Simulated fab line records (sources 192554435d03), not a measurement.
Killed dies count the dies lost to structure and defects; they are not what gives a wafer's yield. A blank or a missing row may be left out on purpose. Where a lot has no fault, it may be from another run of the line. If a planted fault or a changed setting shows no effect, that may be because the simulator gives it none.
Which tool is to blame?	flow n5 finfet	22 lots with 66 wafers sampled at 2 steps, on a route of 1938 steps

## WHAT THE GAUGES SHOWED, per wafer
N5_BEOL_M0_SAQP_CD_MEAS_14: target cd 42.5 nm.
lot	measured	on	cd nm (nm)
L074	day 5 08:29	cd sem-01	42.7 42.5 42.6
L075	day 6 04:47	cd sem-01	42.7 42.6 42.2
L076	day 6 06:29	cd sem-01	42.4 42.2 42.0
L077	day 6 09:28	cd sem-02	42.4 42.3 42.4
L078	day 6 11:31	cd sem-03	42.3 42.7 42.3
L079	day 6 21:33	cd sem-02	42.1 42.3 42.3
L080	day 7 04:21	cd sem-03	42.5 41.9 42.3
L081	day 7 11:05	cd sem-02	42.7 42.8 42.4
L082	day 7 12:26	cd sem-02	42.6 41.9 42.4
L083	day 7 16:53	cd sem-03	43.1 42.5 42.6
L084	day 7 22:35	cd sem-01	42.5 42.5 42.1
L085	day 8 08:26	cd sem-03	42.0 42.4 42.4
L086	day 8 11:31	cd sem-03	42.8 42.5 42.4
L087	day 8 20:46	cd sem-02	42.5 42.7 42.4
L088	day 9 06:37	cd sem-03	42.3 42.4 42.2
L089	day 9 10:19	cd sem-03	42.3 42.6 42.2
L091	day 9 22:04	cd sem-03	42.8 42.6 42.4
L092	day 10 01:28	cd sem-02	42.4 43.0 42.4
L093	day 10 05:05	cd sem-03	42.2 42.8 43.1
L094	day 10 09:46	cd sem-01	42.4 42.7 42.0
L096	day 11 00:31	cd sem-01	41.8 42.3 42.6
L097	day 11 10:17	cd sem-01	42.8 42.8 42.3

## WHAT TOOL EACH LOT RAN ON (gives the tool, then ch and the chambers of the sampled wafers, and finally the start)
lot	N5_BEOL_M0_SAQP_PECVD_03
L074	pecvd-01 ch 0,2, day 5 07:45
L075	pecvd-01 ch 1,2, day 6 02:50
L076	pecvd-01 ch 1,2, day 6 05:55
L077	pecvd-04 ch 0,2, day 6 08:52
L078	pecvd-01 ch 1,2, day 6 10:50
L079	pecvd-01 ch 0,1,2, day 6 20:52
L080	pecvd-01 ch 0,2, day 7 03:47
L081	pecvd-04 ch 0,2, day 7 10:31
L082	pecvd-03 ch 1,2, day 7 11:44
L083	pecvd-04 ch 0,1, day 7 16:11
L084	pecvd-03 ch 0,2, day 7 21:54
L085	pecvd-03 ch 0,1,2, day 8 07:43
L086	pecvd-03 ch 0,1,2, day 8 10:57
L087	pecvd-04 ch 1,2, day 8 20:11
L088	pecvd-04 ch 0,2, day 9 05:55
L089	pecvd-04 ch 0,1, day 9 09:37
L091	pecvd-03 ch 0,1,2, day 9 21:22
L092	pecvd-03 ch 0,2, day 10 00:54
L093	pecvd-04 ch 0,1, day 10 04:19
L094	pecvd-01 ch 0,1, day 10 09:05
L096	pecvd-01 ch 0,1,2, day 10 23:56
L097	pecvd-01 ch 1,2, day 11 08:19
- N5_BEOL_M0_SAQP_PECVD_03: deposits SiCN from 3MS/NH3, target thk 12 nm, time 21.1 s.

## WHAT THE TOOLS THEMSELVES READ (means of the sampled wafers that have a number; where no wafer has one, the mark that the record gives instead)
N5_BEOL_M0_SAQP_PECVD_03.
lot	tool	showerhead plenum p Torr (Torr)	throttle valve pct (%)
L074	pecvd-01	3.651	8.5
L075	pecvd-01	3.654	8.5
L076	pecvd-01	3.647	8.6
L077	pecvd-04	3.657	10.1
L078	pecvd-01	3.639	8.4
L079	pecvd-01	3.659	8.9
L080	pecvd-01	3.644	8.6
L081	pecvd-04	3.660	9.9
L082	pecvd-03	3.663	8.8
L083	pecvd-04	3.675	9.2
L084	pecvd-03	3.666	8.9
L085	pecvd-03	3.668	9.1
L086	pecvd-03	3.670	8.7
L087	pecvd-04	3.663	9.9
L088	pecvd-04	3.674	9.7
L089	pecvd-04	3.676	9.3
L091	pecvd-03	3.658	8.8
L092	pecvd-03	3.669	8.8
L093	pecvd-04	3.679	9.3
L094	pecvd-01	3.662	8.8
L096	pecvd-01	3.655	8.8
L097	pecvd-01	3.643	8.4

## THE ANSWER, worked out from the rows above alone
Rule: the lots themselves supply what counts as usual. The widest of any qualifying gaps counts: lots, ordered by their means at a reading, are off when they make up no more than a third of the lots, leave a main group of 4 or more, and stand apart from it by 3 or more times the standard deviation of that group's means. The tables above print the reading to a certain number of digits; a main group whose means all agree to those digits is not used. Also off: a lot with no number at a reading for which 4 or more lots have one. Any other lot the step has rows for is counted as sound. After the gauges, taken in route order, come the tools' own readings; for these a lot's mean is taken, as printed above. The first step at which some lot is off is used, and at that step the reading that is off furthest; a lot without a number counts as furthest.
Nothing can be told from this: no lot is off at any reading shown.

## WHAT WAS PUT IN BY THE SIMULATOR
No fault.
